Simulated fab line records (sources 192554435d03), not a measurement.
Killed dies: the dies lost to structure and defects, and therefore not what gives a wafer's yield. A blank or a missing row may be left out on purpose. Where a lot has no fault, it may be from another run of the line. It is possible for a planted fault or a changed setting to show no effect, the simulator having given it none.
One fault through the eyes of 3 desks || flow n5_finfet || what lay behind the numbers comes last; until then each desk has only its own

## THE METROLOGY DESK
What the gauges read, lot by lot, whatever tool the lot ran on: means of the sampled wafers that have a number. Marked OUT: a lot whose mean sits more than 4 standard deviations from the usual mean, which makes it out of limits; the brackets give that distance.
Columns: A = cd_nm at N5_BEOL_M7_CD_MEAS_35, usual 39.8 nm
{"lot": "L695", "first seen here": "day 9 23:13", "A": 40.0}
{"lot": "L697", "first seen here": "day 10 05:58", "A": 39.6}
{"lot": "L698", "first seen here": "day 10 23:18", "A": 40.5}
{"lot": "L699", "first seen here": "day 10 23:33", "A": 39.8}
{"lot": "L701", "first seen here": "day 11 15:38", "A": 40.0}
{"lot": "L710", "first seen here": "day 14 10:13", "A": 39.7}
{"lot": "L709", "first seen here": "day 14 10:16", "A": 39.4}
{"lot": "L714", "first seen here": "day 14 12:30", "A": 39.8}
{"lot": "L712", "first seen here": "day 14 17:44", "A": 39.5}
{"lot": "L713", "first seen here": "day 15 11:47", "A": 39.9}
This desk's finding: nothing out of limits on any of the 10 lots.

## AT THE TOOL OWNER'S DESK: rie_diel-06
The tool's own readings at N5_BEOL_M7_VIA_ETCH_34 (etches SiCOH lowk in C4F6/O2, target depth 125.5 nm, time 50.5 s): means of the sampled wafers that have a number, for each lot that ran on this tool. Marked OUT: a lot whose mean sits more than 4 standard deviations from the usual mean, which makes it out of limits; the brackets give that distance. Readings shown: 7 out of 10 (the first out of limits, and those lying furthest out on some lot).
Columns: A = oes_ar_750_au at N5_BEOL_M7_VIA_ETCH_34, usual 0.78 a.u.; B = oes_f_703_au at N5_BEOL_M7_VIA_ETCH_34, usual 0.78 a.u.; C = oes_o_777_au at N5_BEOL_M7_VIA_ETCH_34, usual 0.78 a.u.; D = oes_product_au at N5_BEOL_M7_VIA_ETCH_34, usual 0.77 a.u.; E = rf_fwd_power_W at N5_BEOL_M7_VIA_ETCH_34, usual 341.8 W; F = rf_vpp_V at N5_BEOL_M7_VIA_ETCH_34, usual 659 V; G = showerhead_plenum_p_Torr at N5_BEOL_M7_VIA_ETCH_34, usual 2.83 Torr
{"lot": "L697", "first seen here": "day 10 05:28", "A": 0.74, "B": 0.75, "C": 0.76, "D": 0.75, "E": 341.3, "F": 654, "G": 2.76}
{"lot": "L699", "first seen here": "day 10 23:09", "A": 0.65, "B": 0.55, "C": 0.57, "D": 0.71, "E": "259.8 (-63) OUT", "F": "762 (+9.3) OUT", "G": 2.84}
{"lot": "L701", "first seen here": "day 11 15:14", "A": 0.60, "B": "0.50 (-4.2) OUT", "C": 0.52, "D": 0.66, "E": "260.1 (-63) OUT", "F": "762 (+9.4) OUT", "G": 2.86}
{"lot": "L712", "first seen here": "day 14 17:19", "A": 0.77, "B": 0.78, "C": 0.78, "D": 0.76, "E": 342.1, "F": 660, "G": 2.74}
{"lot": "L713", "first seen here": "day 15 11:23", "A": 0.80, "B": 0.81, "C": 0.81, "D": 0.80, "E": 342.5, "F": 661, "G": 2.79}
This desk's verdict: out of limits on L699, L701, starting with L699 at day 10 23:09 (rf_fwd_power_W at N5_BEOL_M7_VIA_ETCH_34). Within limits: L697, L712, L713.

## THE DEFECT DESK
What the inspections along the route counted, lot by lot: means of the sampled wafers that have a number. Marked OUT: a lot whose mean sits more than 4 standard deviations from the usual mean, which makes it out of limits; the brackets give that distance.
Columns: A = raw_defect_count at N5_BEOL_M7_INSPECT_30, usual 414
{"lot": "L695", "first seen here": "day 9 22:29", "A": 433}
{"lot": "L697", "first seen here": "day 10 05:14", "A": 402}
{"lot": "L698", "first seen here": "day 10 22:41", "A": 431}
{"lot": "L699", "first seen here": "day 10 22:54", "A": 394}
{"lot": "L701", "first seen here": "day 11 14:42", "A": 423}
{"lot": "L710", "first seen here": "day 14 09:35", "A": 432}
{"lot": "L709", "first seen here": "day 14 09:38", "A": 407}
{"lot": "L714", "first seen here": "day 14 11:53", "A": 515}
{"lot": "L712", "first seen here": "day 14 16:45", "A": 380}
{"lot": "L713", "first seen here": "day 15 11:11", "A": 419}
This desk's finding: nothing out of limits on any of the 10 lots.

## ALL TOGETHER
The tool owner's desk could have raised an alarm at day 10 23:09, on L699, L701.
At the metrology desk, nothing out of limits was observed.
Nothing out of limits was seen by the defect desk.
The metrology desk holds a record of L699, L701, inside its limits.
The defect desk has L699, L701 on record, within its limits.
Every lot named ran N5_BEOL_M7_VIA_ETCH_34 on rie_diel-06.

## WHAT THE SIMULATOR PUT IN
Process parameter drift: rie_diel-06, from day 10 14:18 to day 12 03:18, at N5_BEOL_M7_VIA_ETCH_34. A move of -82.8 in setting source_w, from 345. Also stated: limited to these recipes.
Lots struck among those shown: L699, L701.
How many hours passed from the start of the fault until each desk's first out-of-limits reading: the tool owner's desk, 9.
